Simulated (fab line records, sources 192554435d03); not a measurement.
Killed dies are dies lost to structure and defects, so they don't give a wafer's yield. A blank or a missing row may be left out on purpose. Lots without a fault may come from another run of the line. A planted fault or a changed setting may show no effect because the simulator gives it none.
fab line records | flow n5_finfet
record lots=11 wafers=33 last_day=17
route steps=1938 shown BEOL_M8@1335 PASSIVATION@1936
lots that met no fault: from a run of the same line without faults
start_h: hours from the record's first day to the start of the lot's first wafer shown | wait_h: hours since the lot's step before | " the same as in the row above | L1.1+2: a row that stands for several wafers | - no value, or no start given | * or withheld: withheld | < > ~ a bound
route shown NAME@n: a module of which the file shows steps, and the number in the route of the first | usual: mean/standard deviation of fault-free wafers | same: alike in all rows | chamber/n: place in a boat | sites: the reading at each site | _std_site: their standard deviation | _edge_site: outer sites' mean less inner sites' | radius_mm: how far each site lies from the wafer's centre | mask NAME#n: copy n | behind: the tool/chamber that last shaped the wafer | hold: why the lot was held/for how many hours/how that ended | device: the transistor (n, p or np) that didn't switch | end of line: the same wafers' tests at the end of the route | a step without rows: its recipe alone | killed: dies lost to structure and defects at the first sort, not the wafer's yield | map: a wafer's dies, x killed, . not, _ none there
set.NAME: the setting as run; set.NAME@STEP: as run at that earlier step | model.NAME: the simulator's own value behind a step, which no gauge read
steps of the route over a sample of lots; a table a step, a row a wafer
services: from which hour (start_h, from the record's first day; less than 0 if before it) a tool's chamber was out of use, for how many hours, and why
## steps
# step N5_BEOL_M8_PECVD_70
# recipe material=SiO2 target_thk_a=200 temp_c=400 precursor=TEOS/O2 pressure_torr=5.5 rf_w=450 teos_flow_sccm=53.8 gas=O2 flow_sccm=3000 time_s=22.7
# usual heater_power_outer_w=441/98 heater_power_w=728/140 rf_fwd_power_W=445.0/2 showerhead_plenum_p_Torr=8.76/0.072 throttle_valve_pct=21.6/1.3
# columns lot.wafer tool chamber start_h wait_h heater_power_outer_w heater_power_w rf_fwd_power_W showerhead_plenum_p_Torr since_wet_clean_h throttle_valve_pct
L646.1 pecvd-01 1 196.35 0.0 490 798 447.3 8.73 1988 21.5
L646.4 " 2 " " 554 895 443.7 8.84 - 21.6
L646.5 " 0 " " 568 870 442.7 8.83 - 24.2
L647.2 pecvd-04 1 205.09 0.0 258 470 445.8 8.67 1453 22.6
L647.4 " 1 " " 257 475 443.8 8.65 - 22.4
L647.6 " 0 " " 358 600 442.9 8.73 - 21.5
L648.1 pecvd-02 1 216.09 0.0 318 591 446.0 8.70 1645 20.7
L648.2 " 0 " " 422 669 445.3 8.72 920 21.0
L648.4 " 0 " " 415 657 442.5 8.70 - 21.0
L652.3 pecvd-02 2 236.70 0.0 529 805 - 8.80 187 20.7
L652.5 " 1 " " 381 701 448.1 8.70 - 20.5
L652.6 " 2 " " 534 871 - 8.83 - 20.6
L654.2 pecvd-02 1 244.73 0.0 389 712 448.7 8.67 1674 20.6
L654.4 " 0 " " 519 811 444.4 8.72 - 21.1
L654.6 " 2 " " 478 778 - 8.82 - 20.5
L662.1 pecvd-04 2 296.47 0.0 541 834 443.3 8.91 65 19.4
L662.3 " 0 " " 338 567 443.7 8.75 819 21.4
L662.4 " 2 " " 512 841 446.5 8.89 - 19.4
L663.2 pecvd-01 1 310.28 0.0 435 730 447.6 8.75 2102 21.6
L663.5 " 0 " " 485 807 443.6 8.82 - 24.4
L663.6 " 2 " " 545 857 443.4 8.81 - 21.7
L664.1 pecvd-02 1 311.49 0.0 371 706 447.7 8.67 1740 20.5
L664.2 " 2 " " 470 758 444.7 8.81 261 20.6
L664.4 " 1 " " 388 697 448.6 8.68 - 20.4
L666.1 pecvd-02 2 312.78 0.0 505 798 447.3 8.82 263 20.4
L666.5 " 0 " " 414 684 444.1 8.73 - 21.2
L666.6 " 2 " " 499 801 447.6 8.79 - 20.5
L667.3 pecvd-04 2 319.07 0.0 521 820 442.8 8.91 88 19.5
L667.4 " 2 " " 519 834 442.8 8.91 - 19.4
L667.6 " 1 " " 263 475 443.8 8.66 - 22.2
L668.1 pecvd-02 2 339.47 0.0 445 706 449.6 8.80 289 20.7
L668.4 " 2 " " 442 716 450.4 8.83 - 20.5
L668.5 " 1 " " 377 694 446.5 8.71 - 20.8
# step N5_BEOL_M8_DEGAS_44
# recipe ambient=vacuum temp_c=250 time_s=60
# usual heater_power_w=349/33
# columns lot.wafer tool chamber start_h wait_h heater_power_w
L646.1 pvd_sputter-01 - 199.03 0.3 358
L646.4 " - " " 326
L646.5 " - " " 363
L647.2 pvd_sputter-01 - 209.68 0.6 332
L647.4 " - " " 367
L647.6 " - " " 361
L648.1 pvd_sputter-01 - 220.05 0.3 344
L648.2 " - " " 331
L648.4 " - " " 373
L652.3 pvd_sputter-02 - 240.09 0.3 427
L652.5 " - " " 414
L652.6 " - " " 341
L654.2 pvd_sputter-01 - 251.04 1.5 364
L654.4 " - " " 318
L654.6 " - " " 367
L662.1 pvd_sputter-02 - 299.51 0.3 323
L662.3 " - " " 421
L662.4 " - " " 370
L663.2 pvd_sputter-03 - 314.80 0.4 337
L663.5 " - " " 347
L663.6 " - " " 304
L664.1 pvd_sputter-02 - 315.13 0.3 335
L664.2 " - " " 373
L664.4 " - " " 338
L666.1 pvd_sputter-02 - 318.35 0.6 330
L666.5 " - " " 372
L666.6 " - " " 419
L667.3 pvd_sputter-01 - 324.75 0.3 367
L667.4 " - " " 363
L667.6 " - " " 341
L668.1 pvd_sputter-02 - 345.14 0.3 422
L668.4 " - " " 325
L668.5 " - " " 363
# step N5_BEOL_M8_CMP_52
# recipe stop_on=SiCOH_lowk t_overpolish_s=6.9 down_force_psi=1 platen_rpm=50 clearing_platen_down_force_psi=1.5 clearing_platen_rpm=50 post_cmp_clean=cu_alkaline target_thk_nm=80 clearing_platen_pad_velocity_m_s=0.99484 pad_velocity_m_s=0.99484
# usual barrier_field_endpoint_s=29.0/0.68 motor_current_A=6.0/0.82
# columns lot.wafer tool chamber start_h wait_h barrier_field_endpoint_s motor_current_A
L646.1 cmp-03 3 205.23 0.9 27.3 7.3
L646.4 " 0 " " 28.1 6.5
L646.5 " 1 " " 28.8 5.5
L647.4 cmp-02 0 213.87 0.2 29.5 6.6
L647.2 " 1 " " 29.2 5.2
L647.6 " 3 " " 29.5 6.2
L648.4 cmp-02 1 224.07 0.2 30.4 5.1
L648.2 " 2 " " 28.8 5.4
L648.1 " 3 " " 29.0 6.1
L652.3 cmp-04 3 241.80 0.2 26.0 4.9
L652.6 " 1 " " 26.7 5.2
L652.5 " 2 " " 29.7 6.1
L654.4 cmp-03 2 252.39 0.1 29.0 6.1
L654.2 " 3 " " 29.1 7.0
L654.6 " 3 " " 25.4 6.9
L662.1 cmp-04 3 300.98 0.3 28.7 5.4
L662.4 " 0 " " 28.7 7.6
L662.3 " 2 " " 28.5 5.9
L663.2 cmp-02 0 316.21 0.4 30.1 6.4
L663.5 " 2 " " 29.4 5.6
L663.6 " 3 " " 29.5 5.9
L664.4 cmp-04 2 317.59 0.1 29.2 6.3
L664.1 " 3 " " 28.5 5.5
L664.2 " 1 " " 27.8 5.3
L666.1 cmp-04 3 322.43 0.6 28.9 5.1
L666.5 " 1 " " 29.7 5.1
L666.6 " 2 " " 29.7 6.4
L667.4 cmp-03 0 327.69 0.3 30.3 6.8
L667.3 " 2 " " 29.8 6.2
L667.6 " 3 " " 28.8 7.6
L668.1 cmp-04 0 347.32 0.3 29.0 7.4
L668.4 " 1 " " 28.3 5.2
L668.5 " 0 " " 29.1 7.5
# step N5_BEOL_M8_THK_MEAS_53
# recipe thk_meas_gauge=xrf reads=Cu_of_BEOL_M8_ECD_50
# usual M8_THK=79.4/1.5
# columns lot.wafer tool chamber start_h wait_h M8_THK[nm]
L646.1 film_metro-01 - 205.45 - 77.0
L646.4 " - " " 77.6
L646.5 " - " " 78.9
L647.2 film_metro-01 - 214.09 - 82.4
L647.4 " - " " 80.5
L647.6 " - " " 80.0
L648.1 film_metro-01 - 224.33 - 82.7
L648.2 " - " " 82.0
L648.4 " - " " 83.1
L652.3 film_metro-02 - 242.02 - 78.0
L652.5 " - " " 79.2
L652.6 " - " " 78.4
L654.2 film_metro-02 - 252.68 - 79.1
L654.4 " - " " 79.4
L654.6 " - " " 78.7
L662.1 film_metro-01 - 301.27 - 78.9
L662.3 " - " " 81.1
L662.4 " - " " 77.4
L663.2 film_metro-01 - 316.43 - 76.9
L663.5 " - " " 77.4
L663.6 " - " " 78.0
L664.1 film_metro-01 - 317.89 - 77.7
L664.2 " - " " 77.3
L664.4 " - " " 80.0
L666.1 film_metro-01 - 322.65 - 79.6
L666.5 " - " " 78.0
L666.6 " - " " 79.3
L667.3 film_metro-01 - 327.95 - 82.3
L667.4 " - " " 81.0
L667.6 " - " " 79.7
L668.1 film_metro-01 - 347.61 - 80.3
L668.4 " - " " 77.8
L668.5 " - " " 78.0
# step N5_BEOL_M8_RS_MEAS_57
# recipe thk_meas_gauge=four-point-probe reads=Cu_of_BEOL_M8_ECD_50+Co_of_BEOL_M8_CVD_78+TaN_of_BEOL_M8_ALD_77
# usual M8_RS=0.286/0.0058
# columns lot.wafer tool chamber start_h wait_h M8_RS[ohm/sq]
L646.1 film_metro-02 - 205.58 0.1 0.293
L646.4 " - " " 0.289
L646.5 " - " " 0.282
L647.2 film_metro-01 - 214.22 0.1 0.274
L647.4 " - " " 0.282
L647.6 " - " " 0.283
L648.1 film_metro-01 - 224.46 0.1 0.273
L648.2 " - " " 0.274
L648.4 " - " " 0.269
L652.3 film_metro-02 - 242.15 0.1 0.291
L652.5 " - " " 0.286
L652.6 " - " " 0.290
L654.2 film_metro-02 - 252.82 0.1 0.288
L654.4 " - " " 0.286
L654.6 " - " " 0.290
L662.1 film_metro-01 - 301.40 0.1 0.288
L662.3 " - " " 0.279
L662.4 " - " " 0.294
L663.2 film_metro-01 - 316.59 0.1 0.296
L663.5 " - " " 0.294
L663.6 " - " " 0.291
L664.1 film_metro-01 - 318.02 0.1 0.291
L664.2 " - " " 0.291
L664.4 " - " " 0.280
L666.1 film_metro-01 - 322.78 0.1 0.283
L666.5 " - " " 0.290
L666.6 " - " " 0.284
L667.3 film_metro-02 - 328.08 0.1 0.276
L667.4 " - " " 0.280
L667.6 " - " " 0.285
L668.1 film_metro-02 - 347.74 0.1 0.282
L668.4 " - " " 0.292
L668.5 " - " " 0.290
# step N5_PASSIVATION_PROBE_49
# usual defect_limited_yield=91.5/1.3 killed_at_M0_to_M3=33/11 killed_at_M4_up=14/5.3 killed_at_contacts=11/6.3 killed_at_front_end=38/10 killed_at_other=3.7/2.8 killed_dies=101/16 killed_open=67/12 killed_short=32/7.4 sort_bin_5_function=5.0/0.86 sort_bin_6_memory=3.2/0.69 sort_bin_8_speed=0.00/0.007 sort_n_pass=1079/16 sort_yield_pct=91.5/1.3
# same gross_dies=1180 killed_at_back_side=0 sort_bin_4_leakage[%]=0
# columns lot.wafer tool chamber start_h wait_h defect_limited_yield[%] killed_at_M0_to_M3 killed_at_M4_up killed_at_contacts killed_at_front_end killed_at_other killed_dies killed_open killed_short sort_bin_5_function[%] sort_bin_6_memory[%] sort_bin_8_speed[%] sort_n_pass sort_yield_pct[%]
L647.2 prober-01 - 281.75 0.2 92.6 50 4 12 21 0 87 62 23 4.3 2.8 0 1093 92.6
L647.4 prober-01 - 281.85 0.3 92.5 39 6 7 37 0 89 57 29 4.2 2.9 0 1091 92.5
L647.6 prober-01 - 281.95 0.4 92.7 42 10 15 18 1 86 58 27 4.9 2.2 0 1094 92.7
L652.3 prober-02 - 304.89 0.1 93.6 20 17 16 20 3 76 46 29 2.8 3.1 0 1104 93.6
L652.5 prober-02 - 304.99 0.2 90.9 26 16 22 41 2 107 82 24 5.2 3.5 0 1073 90.9
L652.6 prober-02 - 305.04 0.3 93.0 21 12 15 34 1 83 54 26 4.1 2.8 0 1097 93.0
L662.1 prober-02 - 362.77 0.0 91.4 41 6 3 44 7 101 48 49 4.7 3.3 0 1079 91.4
L662.3 prober-02 - 362.87 0.1 91.8 28 17 8 44 0 97 66 31 5.5 2.3 0 1083 91.8
L662.4 prober-02 - 362.92 0.2 92.2 48 8 2 28 6 92 57 34 4.2 3.4 0 1088 92.2
L663.2 prober-02 - 381.80 0.1 91.7 37 9 3 39 10 98 55 42 4.8 2.8 0 1082 91.7
L663.5 prober-02 - 381.95 0.2 90.6 38 13 10 43 7 111 66 41 5.2 3.7 0 1069 90.6
L663.6 prober-02 - 382.00 0.3 90.5 25 16 22 46 3 112 73 37 5.8 3.4 0 1068 90.5
L664.1 prober-02 - 387.24 0.0 90.4 47 18 9 37 2 113 88 24 5.8 3.3 0 1067 90.4
L664.2 prober-02 - 387.29 0.1 91.7 34 21 3 38 2 98 62 35 4.7 3.1 0 1082 91.7
L664.4 prober-02 - 387.39 0.2 91.5 42 26 2 25 5 100 67 30 5.1 3.1 0 1080 91.5
L668.1 prober-01 - 408.42 0.0 89.7 37 17 7 57 3 121 97 24 5.5 4.6 0 1059 89.7
L668.4 prober-01 - 408.57 0.2 91.6 29 13 9 44 4 99 66 31 5.0 3.2 0 1081 91.6
L668.5 prober-01 - 408.62 0.2 92.3 15 13 13 45 5 91 53 36 3.9 3.1 0 1089 92.3
# killed by level:class
L647.2 BEOL_M3:geometric_particle:open=15 MOL_CONTACT_COAG:geometric_particle:open=11 BEOL_M0_SAQP:geometric_particle:open=8 BEOL_M0_SAQP:geometric_particle:short=7 STI_FIN_REVEAL:geometric_particle:open=6 BEOL_M0:geometric_particle:open=5 GATE_CUT:geometric_particle:open=4 BEOL_M1:geometric_particle:open=4
L647.4 STI_FIN_REVEAL:geometric_particle:open=11 BEOL_M1:geometric_particle:open=8 MOL_CONTACT_COAG:geometric_particle:open=6 BEOL_M1:geometric_particle:short=6 GATE_CUT:geometric_particle:short=5 BEOL_M0:geometric_particle:open=5 BEOL_M3:geometric_particle:open=5 BEOL_M2:geometric_particle:open=4
L647.6 BEOL_M0_SAQP:geometric_particle:open=15 MOL_CONTACT_COAG:geometric_particle:open=12 BEOL_M0_SAQP:geometric_particle:short=9 GATE_CUT:geometric_particle:short=5 BEOL_M3:geometric_particle:open=5 BEOL_M1:geometric_particle:open=4 BEOL_M2:geometric_particle:open=4 STI_FIN_REVEAL:geometric_particle:open=3
L652.3 MOL_CONTACT_COAG:geometric_particle:open=12 BEOL_M0_SAQP:geometric_particle:open=6 BEOL_M7:geometric_particle:open=6 GATE_CUT:geometric_particle:short=4 MOL_CONTACT_COAG:geometric_particle:short=4 BEOL_M0_SAQP:geometric_particle:short=4 BEOL_M1:geometric_particle:open=4 BEOL_M4:geometric_particle:open=4
L652.5 MOL_CONTACT_COAG:geometric_particle:open=19 STI_FIN_REVEAL:geometric_particle:open=11 BEOL_M3:geometric_particle:open=10 BEOL_M4:geometric_particle:open=8 FIN_SAQP:geometric_particle:open=7 GATE_CUT:geometric_particle:short=6 FIN_SAQP:geometric_particle:short=4 BEOL_M1:geometric_particle:open=4
L652.6 MOL_CONTACT_COAG:geometric_particle:open=11 FIN_SAQP:geometric_particle:short=9 FIN_SAQP:geometric_particle:open=8 BEOL_M0_SAQP:geometric_particle:open=6 BEOL_M3:geometric_particle:open=5 STI_FIN_REVEAL:geometric_particle:open=4 MOL_CONTACT_COAG:geometric_particle:short=4 BEOL_M4:geometric_particle:open=4
L662.1 FIN_SAQP:geometric_particle:short=12 BEOL_M0_SAQP:geometric_particle:short=11 BEOL_M3:geometric_particle:open=8 BEOL_M0_SAQP:geometric_particle:open=8 BEOL_M1:geometric_particle:open=8 STI_FIN_REVEAL:geometric_particle:open=7 STI_FIN_REVEAL:geometric_particle:short=6 ILD0:geometric_particle:open=3
L662.3 STI_FIN_REVEAL:geometric_particle:open=13 FIN_SAQP:geometric_particle:short=11 MOL_CONTACT_COAG:geometric_particle:open=7 BEOL_M3:geometric_particle:open=7 BEOL_M0_SAQP:geometric_particle:open=6 FIN_SAQP:geometric_particle:open=5 DUMMY_GATE:geometric_particle:open=5 BEOL_M4:geometric_particle:open=5
L662.4 STI_FIN_REVEAL:geometric_particle:open=11 BEOL_M3:geometric_particle:open=11 BEOL_M0_SAQP:geometric_particle:short=10 BEOL_M0_SAQP:geometric_particle:open=9 FIN_SAQP:geometric_particle:short=5 BEOL_M0:geometric_particle:open=5 BEOL_M1:geometric_particle:open=4 BEOL_M3:geometric_particle:short=4
L663.2 BEOL_M0_SAQP:geometric_particle:short=8 BEOL_M1:geometric_particle:open=7 FIN_SAQP:geometric_particle:short=6 BEOL_M1:geometric_particle:short=6 FIN_SAQP:geometric_particle:open=5 BEOL_M0_SAQP:geometric_particle:open=5 BEOL_M3:geometric_particle:open=5 MIM_BOT:geometric_particle:short=5
L663.5 BEOL_M3:geometric_particle:open=16 STI_FIN_REVEAL:geometric_particle:open=9 FIN_SAQP:geometric_particle:open=8 BEOL_M4:geometric_particle:open=7 GATE_CUT:geometric_particle:short=6 MIM_TOP:geometric_particle:short=6 FIN_SAQP:geometric_particle:short=5 MOL_CONTACT_COAG:geometric_particle:open=5
L663.6 MOL_CONTACT_COAG:geometric_particle:open=19 FIN_SAQP:geometric_particle:short=10 STI_FIN_REVEAL:geometric_particle:open=7 FIN_SAQP:geometric_particle:open=6 GATE_CUT:geometric_particle:short=6 BEOL_M4:geometric_particle:open=6 BEOL_M1:geometric_particle:open=5 BEOL_M2:geometric_particle:open=5
L664.1 BEOL_M2:geometric_particle:open=16 STI_FIN_REVEAL:geometric_particle:open=13 BEOL_M4:geometric_particle:open=9 BEOL_M3:geometric_particle:open=9 MOL_CONTACT_COAG:geometric_particle:open=8 DUMMY_GATE:geometric_particle:open=7 BEOL_M0_SAQP:geometric_particle:open=6 BEOL_M0:geometric_particle:open=6
L664.2 FIN_SAQP:geometric_particle:short=12 BEOL_M4:geometric_particle:open=9 STI_FIN_REVEAL:geometric_particle:open=8 BEOL_M1:geometric_particle:open=7 FIN_SAQP:geometric_particle:open=6 BEOL_M0_SAQP:geometric_particle:open=6 BEOL_M2:geometric_particle:open=6 BEOL_M0_SAQP:geometric_particle:short=5
L664.4 BEOL_M2:geometric_particle:open=11 BEOL_M5:geometric_particle:open=10 BEOL_M0_SAQP:geometric_particle:open=8 DUMMY_GATE:geometric_particle:open=7 BEOL_M1:geometric_particle:open=6 BEOL_M0_SAQP:geometric_particle:short=5 FIN_SAQP:geometric_particle:short=4 BEOL_M4:geometric_particle:open=4
L668.1 FIN_SAQP:geometric_particle:open=31 BEOL_M1:geometric_particle:open=11 BEOL_M4:geometric_particle:open=10 FIN_SAQP:geometric_particle:short=9 BEOL_M3:geometric_particle:open=7 STI_FIN_REVEAL:geometric_particle:open=7 MOL_CONTACT_COAG:geometric_particle:open=7 BEOL_M2:geometric_particle:open=7
L668.4 FIN_SAQP:geometric_particle:open=12 BEOL_M0_SAQP:geometric_particle:open=8 STI_FIN_REVEAL:geometric_particle:open=7 BEOL_M0_SAQP:geometric_particle:short=6 MOL_CONTACT_COAG:geometric_particle:open=5 BEOL_M2:geometric_particle:open=5 DUMMY_GATE:geometric_particle:open=4 STARTING-WAFER:geometric_particle:open=4
L668.5 DUMMY_GATE:geometric_particle:open=10 MOL_CONTACT_COAG:geometric_particle:open=7 BEOL_M2:geometric_particle:open=7 BEOL_M4:geometric_particle:short=6 MOL_CONTACT_COAG:geometric_particle:short=6 FIN_SAQP:geometric_particle:open=5 GATE_CUT:geometric_particle:short=5 STI_FIN_REVEAL:geometric_particle:open=4
## services
# columns tool chamber start_h hours kind
cmp-03 - 175.35 4.0 pm
pecvd-04 - 177.19 2.8 pm
cmp-03 - 179.35 - consumable_replace:conditioner
cmp-03 - 179.35 - consumable_replace:pad
pecvd-04 - 194.54 2.1 repair
cmp-02 - 198.41 1.0 repair
cmp-04 - 203.01 6.4 repair
cmp-03 - 244.11 0.9 repair
cmp-03 - 247.32 3.2 pm
pecvd-04 0 258.64 22.5 repair
cmp-02 - 258.91 4.0 pm
cmp-03 - 263.86 5.5 pm
cmp-03 - 273.61 1.6 repair
pecvd-02 2 274.35 22.4 repair
cmp-02 - 277.43 2.4 repair
cmp-02 - 283.59 2.3 repair
pvd_sputter-03 - 285.89 3.8 repair
cmp-03 - 292.65 2.2 repair
pecvd-04 0 298.85 17.7 repair
pecvd-02 0 303.38 4.9 repair
pecvd-04 - 321.96 2.3 repair
cmp-04 - 329.10 0.3 repair
cmp-03 - 329.85 0.9 repair
cmp-02 - 345.50 1.2 repair
## key
first_sign step=N5_BEOL_M8_CMP_52 reading=barrier_field_endpoint_s direction=down sigmas=4.4 usual=29.0 struck=26.0
effect none on later readings
met_at N5_BEOL_M8_PECVD_70
struck_lots L652,L654
struck_wafers L652.3,L652.6,L654.6
not_acting_at N5_BEOL_M8_DEGAS_44,N5_BEOL_M8_THK_MEAS_53,N5_BEOL_M8_RS_MEAS_57
onset_between 216.09 236.70
fault kind=process_parameter_drift tool=pecvd-02 chamber=- onset_h=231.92 steps=N5_BEOL_M8_PECVD_70 channel=time_s offset=* shape=step end_h=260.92 scope=struck_wafers_only acts_in=* stated=*
